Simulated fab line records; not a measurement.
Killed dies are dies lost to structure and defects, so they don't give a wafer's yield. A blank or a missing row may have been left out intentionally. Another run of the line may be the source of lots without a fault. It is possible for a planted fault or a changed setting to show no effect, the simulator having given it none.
Struck lot and sound lot, side by side + flow nand-harc + 27 out of 1302 route steps
Sound: wafers L701.2, L701.5, L701.6. Wafers struck: L697.2, L697.3, L697.6. At the end, the cause is stated.
Per side, at each step with rows, come the tool, then ch with its chambers, and then its first start. Under that, the readings that differ: sound wafers + struck wafers + difference of the means + sigmas: that difference in standard deviations of wafers without a fault.
alike: readings whose means differ by less than 2 such deviations, and words and numbers that are the same on both sides. not compared: withheld readings, readings that some wafer has no value for, bounds like >300 that may hide the same value, and numbers for which the record gives no deviation and whose values overlap.
A row with sigmas, a row that says differs or no value, or rows on one side alone: a step with any of these is where the two part. Non-overlapping numbers with no deviation appear without sigmas and do not part them. A reading that every wafer of one side lacks parts them only if that side has two wafers or more.

NHARC_P_ZERO_WELL_INSPECT_43:
  struck on defect-inspect-02, day 4 05:52; sound on defect-inspect-01, day 5 21:35
  alike: raw-defect-count
then, 11 steps without rows for these wafers: NHARC_P_STI_ETCH_26 (etches SiO2 in dHF, target depth 11 nm); NHARC_P_STI_PRECLEAN_27 (cleans in SC1); NHARC_P_STI_SRD_28; NHARC_P_STI_OXIDE_29 (material SiO2, target thk 10 nm, ox time 1362 s); NHARC_P_STI_HM_DEP_30 (deposits Si3N4, target thk 80 nm, time 873 s); NHARC_P_STI_DEHYDRATE_01 (time 120 s); NHARC_P_STI_HMDS_02 (time 30 s); NHARC_P_STI_COAT_41 (time 65 s); NHARC_P_STI_COAT_03 (resist thk 600 nm); NHARC_P_STI_SOFTBAKE_04 (time 70 s); NHARC_P_STI_EBR_05.
NHARC_P_STI_EXPOSE_06: exposes mask P STI, target cd 200 nm.
  sound on krf-scanner-04 ch 0, day 6 13:25; struck on krf-scanner-04 ch 0, day 4 22:19
| reading | sound                   | struck                           | difference | sigmas |
|---------|-------------------------|----------------------------------|------------|--------|
| mask    | P_STI#0 P_STI#0 P_STI#0 | P_STI_R1#0 P_STI_R1#0 P_STI_R1#0 | differs    |        |
then, 2 steps without rows for these wafers: NHARC_P_STI_PEB_07 (peb time 80 s); NHARC_P_STI_DEVELOP_08 (time 50 s).
NHARC_P_STI_CD_MEAS_09 targets a cd of 200 nm.
  sound on cd-sem-01 ch 0, day 6 13:34; struck on cd-sem-02 ch 0, day 4 22:28
  alike: cd-nm
NHARC_P_STI_OVL_MEAS_10:
  struck on overlay-02, day 4 22:33; sound on overlay-02, day 6 13:39
  alike: overlay-x-nm, overlay-y-nm
NHARC_P_STI_INSPECT_11:
  struck on defect-inspect-01, day 4 22:35; sound on defect-inspect-02, day 6 13:41
  alike: raw-defect-count
then, 1 step without rows for these wafers: NHARC_P_STI_HARDBAKE_13 (time 65 s).
NHARC_P_STI_DESCUM_14: chemistry O2, time 3 s.
  sound on rie-diel-13 ch 1,2, day 6 13:49; struck on rie-diel-03 ch 0,2, day 4 22:43
| reading                | sound             | struck            | difference | sigmas |
|------------------------|-------------------|-------------------|------------|--------|
| model.P_STI.cd-nm (nm) | 204.6 201.2 202.2 | 208.7 209.5 208.1 | +6.1       |        |
  alike: chamber-pressure-mTorr, drypump-motor-current-A, oes-product-au, rf-vpp-V, showerhead-plenum-p-Torr, throttle-valve-pct
  not compared: rf-hours-counter-h
NHARC_P_STI_ETCH_42: etches the open film in N2/H2, target depth 80 nm, overetch 24 nm, time 61 s.
  sound on rie-diel-13 ch 0,3, day 6 13:54; struck on rie-diel-03 ch 2,3, day 4 22:49
  alike: chamber-pressure-mTorr, drypump-motor-current-A, h2-flow-sccm, oes-product-au, rf-vpp-V, showerhead-plenum-p-Torr, throttle-valve-pct
  not compared: rf-hours-counter-h
NHARC_P_STI_ETCH_31: etches the open film in CF4/CHF3, target depth 108.9 nm, time 54.5 s.
  sound on rie-diel-13 ch 2,3; struck on rie-diel-03 ch 1,2,3
  alike: chamber-pressure-mTorr, drypump-motor-current-A, oes-product-au, rf-vpp-V, showerhead-plenum-p-Torr, throttle-valve-pct
  not compared: rf-hours-counter-h
NHARC_P_STI_ETCH_15: etches the open film in HBr/Cl2, target depth 300 nm, time 100.1 s.
  sound on rie-si-04 ch 0,1, day 6 14:06; struck on rie-si-02 ch 0,2,3, day 4 23:01
| reading                | sound                | struck               | difference | sigmas |
|------------------------|----------------------|----------------------|------------|--------|
| throttle-valve-pct (%) | 26.421 26.418 26.405 | 26.392 26.401 26.398 | -0.018     | -2     |
| model.P_STI.cd-nm (nm) | 206.1 201.7 203.7    | 208.4 208.6 207.3    | +4.3       |        |
  alike: chamber-pressure-mTorr, drypump-motor-current-A, oes-product-au
  not compared: rf-hours-counter-h
NHARC_P_STI_CD_MEAS_16:
  struck on cd-sem-03, day 4 23:10; sound on cd-sem-01, day 6 14:16
  alike: cd-nm
NHARC_P_STI_OCD_MEAS_17:
  struck on ocd-02, day 4 23:15; sound on ocd-02, day 6 14:21
  alike: trench-depth-nm, trench-foot-cd-nm
then, 1 step without rows for these wafers: NHARC_P_STI_STRIP_19 (strips in SPM, time 900 s).
NHARC_END_SORT_01:
  the record has rows for the sound wafers here (prober-01 ch 0, day 29 10:33) and none for the struck ones

WHERE THEY PART
First at NHARC_P_STI_EXPOSE_06; last, within this record, at NHARC_END_SORT_01.

WHY: what the simulator had put in
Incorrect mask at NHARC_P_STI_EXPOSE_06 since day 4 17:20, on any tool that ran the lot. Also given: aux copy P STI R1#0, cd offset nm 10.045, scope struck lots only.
